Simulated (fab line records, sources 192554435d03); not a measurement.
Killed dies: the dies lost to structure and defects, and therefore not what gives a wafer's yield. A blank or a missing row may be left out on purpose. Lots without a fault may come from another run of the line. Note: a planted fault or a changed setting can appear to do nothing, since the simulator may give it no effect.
Matching of chambers    flow n5-finfet    4 sister chambers for N5_BEOL_M11_VIA_ETCH_34 on rie-diel-03
The step etches SiCOH lowk in C4F6/O2, target depth 184.5 nm, time 69.2 s. 8 wafers are shown with their chamber, then 9 later ones without.

## EACH WAFER AND ITS CHAMBER
wafer   chamber  showerhead-plenum-p-Torr (Torr)  throttle-valve-pct (%)
L080.2  1        2.73                             21.07
L080.5  3        3.04                             20.68
L087.1  0        2.81                             21.21
L087.2  2        2.92                             20.99
L087.5  3        3.03                             20.70
L089.1  2        2.92                             20.98
L089.3  1        2.72                             21.09
L089.4  0        2.81                             21.22

## WAFERS WHOSE CHAMBER IS MISSING
wafer   showerhead-plenum-p-Torr (Torr)  throttle-valve-pct (%)
L093.1  2.80                             21.23
L093.3  3.02                             20.73
L093.4  2.92                             20.98
L096.1  2.80                             21.23
L096.4  2.91                             21.00
L096.5  2.91                             20.99
L097.2  2.80                             21.24
L097.4  2.91                             21.00
L097.5  2.80                             21.24

## WHICH CHAMBER EACH WENT THROUGH
wafer   from the rows above  in truth
L093.1  0                    0
L093.3  3                    3
L093.4  2                    2
L096.1  0                    0
L096.4  2                    2
L096.5  2                    2
L097.2  0                    0
L097.4  2                    2
L097.5  0                    0
Correct placement for 9 of the 9. Can't be placed from these rows: 0. 0 placed wrongly.
How it was worked out, from the rows above alone: a wafer's distance from a chamber is the root of the sum, over the readings, of the square of ((its reading less the chamber's mean) divided by the reading's scatter). The wafer belongs to the nearest chamber; if the next one is less than 2 further off, it can't be placed. Each chamber's mean is taken over the wafers shown for it. The scatter: take each reading less its chamber's mean, square it, sum over the shown wafers, divide by the number of wafers less the number of chambers, and take the root.
